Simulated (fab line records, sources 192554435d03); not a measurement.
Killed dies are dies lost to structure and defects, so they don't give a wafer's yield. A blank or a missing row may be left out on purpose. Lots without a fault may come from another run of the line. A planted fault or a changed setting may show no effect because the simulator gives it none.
Which tool did it? | flow n5_finfet | 9 lots, 27 wafers sampled, at 5 steps of a route of 1938

WHAT THE GAUGES READ, wafer by wafer
N5_BEOL_M4_RC_MEAS_101. Usual: DIBL_N 35.9 mV/V, standard deviation 1.8; DIBL_P 36.2 mV/V, standard deviation 2; IOFF_N 0.16 nA/um, standard deviation 0.031; IOFF_P 0.22 nA/um, standard deviation 0.041; ION_N 676 uA/um, standard deviation 11; ION_P 465 uA/um, standard deviation 8.5; SS_N 71.4 mV/dec, standard deviation 0.64; SS_P 73.2 mV/dec, standard deviation 0.7; VT_N 250 mV, standard deviation 3.5; VT_P -250 mV, standard deviation 3.9.
lot  | measured     | on        | DIBL_N (mV/V)  | DIBL_P (mV/V)  | IOFF_N (nA/um) | IOFF_P (nA/um) | ION_N (uA/um) | ION_P (uA/um) | SS_N (mV/dec)  | SS_P (mV/dec)  | VT_N (mV)   | VT_P (mV)      | flag
L328 | day 8 04:22  | prober-02 | 35.3 34.0 35.9 | 37.7 35.3 37.8 | 0.15 0.13 0.16 | 0.21 0.18 0.22 | 681 657 688   | 472 456 467   | 70.8 70.9 70.8 | 73.5 73.1 73.5 | 250 253 251 | -250 -252 -249 |
L331 | day 9 03:10  | prober-01 | 36.8 36.2 34.8 | 36.1 35.4 34.8 | 0.18 0.15 0.15 | 0.25 0.24 0.23 | 681 673 678   | 471 474 472   | 72.3 71.4 71.2 | 73.8 74.1 73.0 | 249 250 249 | -244 -245 -247 |
L334 | day 9 22:11  | prober-01 | 34.1 36.5 36.3 | 32.5 35.7 35.0 | 0.12 0.17 0.16 | 0.19 0.24 0.22 | 672 682 675   | 468 464 459   | 71.3 71.4 71.6 | 72.5 73.8 72.7 | 253 247 249 | -250 -247 -247 |
L335 | day 10 15:37 | prober-01 | 34.9 35.7 34.9 | 37.0 37.8 37.7 | 0.15 0.17 0.15 | 0.21 0.23 0.23 | 687 681 675   | 466 467 468   | 71.2 72.0 71.4 | 73.0 73.2 73.7 | 249 251 249 | -249 -249 -249 |
L339 | day 11 03:49 | prober-02 | 35.2 35.5 32.4 | 36.3 36.5 32.3 | 0.16 0.17 0.11 | 0.22 0.22 0.17 | 689 673 650   | 471 463 456   | 71.2 71.4 71.5 | 74.0 74.3 72.7 | 249 247 256 | -249 -249 -249 |
L341 | day 11 17:22 | prober-01 | 37.3 35.6 34.1 | 37.5 35.1 34.6 | 0.20 0.16 0.15 | 0.28 0.22 0.23 | 706 682 679   | 476 470 469   | 71.2 70.9 70.5 | 74.2 73.6 73.6 | 243 246 250 | -247 -251 -245 |
L342 | day 11 20:20 | prober-01 | 35.2 34.8 35.6 | 35.3 35.6 35.4 | 0.14 0.13 0.14 | 0.17 0.16 0.17 | 675 676 678   | 460 458 455   | 70.3 71.0 71.6 | 72.5 72.3 72.6 | 250 254 252 | -253 -256 -256 |
L349 | day 13 20:48 | prober-02 | 35.1 37.9 37.0 | 35.2 37.1 36.8 | 0.14 0.18 0.16 | 0.21 0.24 0.24 | 684 691 678   | 470 473 470   | 71.1 71.3 71.6 | 72.6 74.2 73.5 | 247 248 248 | -248 -248 -248 |
L350 | day 14 09:07 | prober-02 | 35.7 35.4 35.6 | 35.5 35.8 36.1 | 0.13 0.13 0.14 | 0.15 0.15 0.15 | 676 678 675   | 456 464 452   | 70.6 70.6 71.2 | 73.4 72.5 73.0 | 250 254 249 | -258 -259 -256 |

WHICH TOOL RAN EACH LOT (tool, then ch and the chambers of the sampled wafers, then the start)
lot  | N5_SD_EPI_N_DESCUM_14             | N5_SD_EPI_N_STRIP_38                | N5_SD_EPI_P_COAT_34              | N5_SD_EPI_P_ETCH_37
L328 | rie_diel-02 ch 1,2,3, day 3 05:41 | plasma_asher-01 ch 0,1, day 3 06:28 | litho_track-01 ch 0, day 3 10:29 | rie_diel-06 ch 0,2, day 3 11:02
L331 | rie_diel-02 ch 1,2,3, day 4 01:49 | plasma_asher-02 ch 0,1, day 4 02:35 | litho_track-01 ch 0, day 4 06:32 | rie_diel-01 ch 0,1,2, day 4 07:11
L334 | rie_diel-02 ch 1,3, day 4 18:57   | plasma_asher-02 ch 0,1, day 4 19:44 | litho_track-03 ch 0, day 4 22:58 | rie_diel-04 ch 0,1,3, day 4 23:31
L335 | rie_diel-03 ch 2,3, day 5 02:10   | plasma_asher-02 ch 0,1, day 5 02:57 | litho_track-03 ch 0, day 5 06:28 | rie_diel-06 ch 0,1,2, day 5 07:05
L339 | rie_diel-05 ch 0,1,3, day 6 07:12 | plasma_asher-01 ch 0,1, day 6 07:59 | litho_track-03 ch 0, day 6 13:18 | rie_diel-04 ch 0,1, day 6 13:43
L341 | rie_diel-03 ch 1,2, day 6 15:54   | plasma_asher-01 ch 0,1, day 6 16:42 | litho_track-03 ch 0, day 6 20:00 | rie_diel-01 ch 0,1,3, day 6 20:25
L342 | rie_diel-02 ch 1,2, day 6 21:11   | plasma_asher-02 ch 0,1, day 6 21:59 | litho_track-01 ch 0, day 7 03:10 | rie_diel-04 ch 0,1, day 7 04:49
L349 | rie_diel-05 ch 1,3, day 8 16:38   | plasma_asher-01 ch 0, day 8 17:26   | litho_track-05 ch 0, day 8 21:32 | rie_diel-04 ch 1,2,3, day 8 22:13
L350 | rie_diel-02 ch 0,1,3, day 9 01:29 | plasma_asher-02 ch 0,1, day 9 02:16 | litho_track-01 ch 0, day 9 07:33 | rie_diel-06 ch 0,2, day 9 08:23
- N5_SD_EPI_N_DESCUM_14: chemistry O2, time 7.9 s.
- N5_SD_EPI_N_STRIP_38: strips in N2/H2.
- N5_SD_EPI_P_COAT_34: time 60 s, resist thk 350 nm.
- N5_SD_EPI_P_ETCH_37: etches SOC in N2/H2, overetch 108 nm, time 486 s.

WHAT THE TOOLS THEMSELVES READ (means of the sampled wafers that have a number; where no wafer has one, the mark that the record gives instead)
N5_SD_EPI_N_DESCUM_14. Usual: drypump_motor_current_A 5.9 A, standard deviation 0.41; oes_product_au 0.75 a.u., standard deviation 0.071; rf_fwd_power_W 49.36 W, standard deviation 0.25; rf_vpp_V 243.3 V, standard deviation 1.3; showerhead_plenum_p_Torr 2.09 Torr, standard deviation 0.07; throttle_valve_pct 20.41 %, standard deviation 0.23.
lot  | tool        | drypump_motor_current_A (A) | oes_product_au (a.u.) | rf_fwd_power_W (W) | rf_vpp_V (V) | showerhead_plenum_p_Torr (Torr) | throttle_valve_pct (%) | flag
L328 | rie_diel-02 | 5.7                         | 0.81                  | 49.31              | 243.6        | 2.10                            | 20.41                  |
L331 | rie_diel-02 | 5.7                         | 0.80                  | 49.16              | 242.5        | 2.10                            | 20.41                  |
L334 | rie_diel-02 | 5.6                         | 0.81                  | 49.47              | 243.9        | 2.13                            | 20.25                  |
L335 | rie_diel-03 | 5.7                         | 0.73                  | 49.59              | 243.1        | 2.06                            | 20.09                  |
L339 | rie_diel-05 | 5.8                         | 0.71                  | 49.68              | 245.3        | 2.18                            | 20.61                  |
L341 | rie_diel-03 | 5.8                         | 0.72                  | 49.28              | 243.2        | 2.07                            | 20.36                  |
L342 | rie_diel-02 | 5.7                         | 0.70                  | 49.27              | 242.6        | 2.10                            | 20.58                  |
L349 | rie_diel-05 | 6.0                         | 0.69                  | 49.70              | 245.0        | 2.16                            | 20.69                  |
L350 | rie_diel-02 | 5.9                         | 0.77                  | 49.50              | 241.9        | 2.03                            | 20.36                  |

N5_SD_EPI_N_STRIP_38. Usual: drypump_motor_current_A 5.60 A, standard deviation 0.28; heater_power_w 329 W, standard deviation 28; oes_product_au 0.760 a.u., standard deviation 0.01.
lot  | tool            | drypump_motor_current_A (A) | heater_power_w (W) | oes_product_au (a.u.) | flag
L328 | plasma_asher-01 | 5.81                        | 303                | 0.768                 |
L331 | plasma_asher-02 | 5.36                        | 353                | 0.764                 |
L334 | plasma_asher-02 | 5.35                        | 354                | 0.754                 |
L335 | plasma_asher-02 | 5.36                        | 357                | 0.780                 |
L339 | plasma_asher-01 | 5.93                        | 291                | 0.766                 |
L341 | plasma_asher-01 | 5.85                        | 300                | 0.757                 |
L342 | plasma_asher-02 | 5.35                        | 349                | 0.767                 |
L349 | plasma_asher-01 | 5.73                        | 312                | 0.767                 |
L350 | plasma_asher-02 | 5.37                        | 352                | 0.753                 |

N5_SD_EPI_P_COAT_34. Usual: dispense_pressure_kPa 51.0 kPa, standard deviation 1.9; heater_power_total_W 500.5 W, standard deviation 1.8; plate_temp_C 250.03 C, standard deviation 0.16; resist_line_temp_C 23.01 C, standard deviation 0.096.
lot  | tool           | dispense_pressure_kPa (kPa) | heater_power_total_W (W) | plate_temp_C (C) | resist_line_temp_C (C) | flag
L328 | litho_track-01 | 48.8                        | 499.3                    | 250.22           | 22.91                  |
L331 | litho_track-01 | 48.7                        | 500.5                    | 250.15           | 23.08                  |
L334 | litho_track-03 | 51.2                        | 502.2                    | 250.11           | 23.14                  |
L335 | litho_track-03 | 51.2                        | 500.6                    | 249.87           | 23.05                  |
L339 | litho_track-03 | 51.2                        | 816.0                    | 262.35           | 23.07                  | OFF
L341 | litho_track-03 | 51.2                        | 816.2                    | 262.12           | 22.99                  | OFF
L342 | litho_track-01 | 48.7                        | 500.7                    | 250.15           | 22.97                  |
L349 | litho_track-05 | 54.1                        | 501.2                    | 249.95           | 23.02                  |
L350 | litho_track-01 | 48.7                        | 502.5                    | 250.32           | 22.93                  |

N5_SD_EPI_P_ETCH_37. Usual: drypump_motor_current_A 5.6 A, standard deviation 0.41; oes_product_au 0.69 a.u., standard deviation 0.063; rf_fwd_power_W 2996 W, standard deviation 9.2; rf_vpp_V 241.1 V, standard deviation 1.5; showerhead_plenum_p_Torr 2.57 Torr, standard deviation 0.097; throttle_valve_pct 23.9 %, standard deviation 0.33.
lot  | tool        | drypump_motor_current_A (A) | oes_product_au (a.u.) | rf_fwd_power_W (W) | rf_vpp_V (V) | showerhead_plenum_p_Torr (Torr) | throttle_valve_pct (%) | flag
L328 | rie_diel-06 | 5.3                         | 0.66                  | 2987               | 240.9        | 2.56                            | 23.9                   |
L331 | rie_diel-01 | 5.9                         | 0.68                  | 3005               | 240.2        | 2.54                            | 23.9                   |
L334 | rie_diel-04 | 5.6                         | 0.66                  | 2997               | 242.0        | 2.63                            | 24.0                   |
L335 | rie_diel-06 | 5.3                         | 0.67                  | 2998               | 240.7        | 2.47                            | 23.9                   |
L339 | rie_diel-04 | 5.3                         | 0.67                  | 3001               | 241.5        | 2.63                            | 24.0                   |
L341 | rie_diel-01 | 6.2                         | 0.65                  | 2991               | 240.0        | 2.48                            | 24.0                   |
L342 | rie_diel-04 | 5.3                         | 0.67                  | 3001               | 241.8        | 2.63                            | 24.0                   |
L349 | rie_diel-04 | 5.8                         | 0.67                  | 2992               | 241.0        | 2.59                            | 24.0                   |
L350 | rie_diel-06 | 5.3                         | 0.71                  | 2985               | 242.1        | 2.65                            | 23.8                   |

THE ANSWER, worked out from the rows above alone
Rule: a lot is off if the mean of its wafers that have a number lies more than 3 standard deviations from the usual mean. A lot without any number at a reading at which 4 lots or more have one is off too. The other lots that the step has rows for count as sound. The gauges are gone through in route order, then the tools' own readings, and for those a lot's mean is taken as printed above. The first step at which some lot is off is used, and at that step the reading that is off furthest; a lot without a number counts as furthest.
Off: L339, L341, at N5_SD_EPI_P_COAT_34 (heater_power_total_W).
A tool fits if, at that step or a process step before it, it ran every lot that is off, and no sound lot after the first of them. One fits: litho_track-03 at N5_SD_EPI_P_COAT_34. Its last sound lot is L335 (day 5 06:28), its first lot that is off L339 (day 6 13:18): a fault that began between those two fits.
The tool's own readings at N5_SD_EPI_P_COAT_34 bear it out: on the lots that are off they differ by more than 5 times the standard deviation of the sound lots' means. heater_power_total_W reads 816.1 W there against 501.0 W on the sound lots; plate_temp_C reads 262.24 C there against 250.11 C on the sound lots.

WHAT THE SIMULATOR HAD PUT IN
Process parameter drift: litho_track-03, from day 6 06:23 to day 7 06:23, at N5_SD_EPI_P_COAT_34. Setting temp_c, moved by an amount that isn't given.
Lots struck among those shown: L339, L341. The rule above found the same.
